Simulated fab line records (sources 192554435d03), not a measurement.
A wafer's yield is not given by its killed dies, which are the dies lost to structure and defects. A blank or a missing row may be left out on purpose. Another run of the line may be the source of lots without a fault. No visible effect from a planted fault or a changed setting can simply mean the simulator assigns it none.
Chamber matching	flow n5Finfet	3 sister chambers for N5_BEOL_M15_DEP_53 on pecvd-02
The step deposits SiCN from 3MS/NH3, target thk 50 nm, time 17.8 s. 16 wafers are shown with their chamber, then 8 later ones without.

== EACH WAFER AND ITS CHAMBER ==
wafer	chamber	throttleValvePct (%)	showerheadPlenumPTorr (Torr)
L079.1	0	18.6	4.164
L079.3	2	17.5	4.157
L079.4	1	17.0	4.150
L078.2	0	18.6	4.155
L078.4	2	17.6	4.160
L078.5	1	17.1	4.144
L084.2	0	18.9	4.174
L084.3	2	17.9	4.167
L084.5	2	17.6	4.163
L085.3	1	16.6	4.149
L085.5	1	16.8	4.161
L085.6	0	18.4	4.168
L089.1	1	16.9	4.161
L089.5	1	16.9	4.151
L089.6	0	18.5	4.159
L091.3	1	17.0	4.148

SIGNATURES (averages over the wafers above)
reading	chamber 0	chamber 1	chamber 2	scatter within a chamber
throttleValvePct	18.600	16.900	17.650	0.173
showerheadPlenumPTorr	4.16400	4.15200	4.16175	0.0064
Rule: a wafer's distance from a chamber is the root of the sum, over the readings, of the square of ((its reading less the chamber's mean) divided by the reading's scatter). The wafer belongs to the nearest chamber; if the next one is less than 2 further off, it can't be placed. How the scatter is found: for the shown wafers, subtract from each reading the mean of its chamber, square and add these, divide the total by (wafers less chambers), then take the root.

== WAFERS MISSING THEIR CHAMBER ==
wafer	throttleValvePct (%)	showerheadPlenumPTorr (Torr)
L091.4	16.7	4.153
L091.6	18.7	4.144
L093.3	18.7	4.160
L093.4	17.9	4.169
L093.6	18.6	4.162
L096.1	17.1	4.146
L096.5	18.1	4.172
L096.6	18.9	4.167

== WHICH CHAMBER EACH ONE RAN IN ==
wafer	from the rows above	in truth
L091.4	1	1
L091.6	0	0
L093.3	0	0
L093.4	2	2
L093.6	0	0
L096.1	1	1
L096.5	can't be placed: 2 or 0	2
L096.6	0	0
7 of 8 placed correctly. Unplaceable from these rows: 1, with the true chamber sitting among the candidates in 1. Wrongly placed: 0.
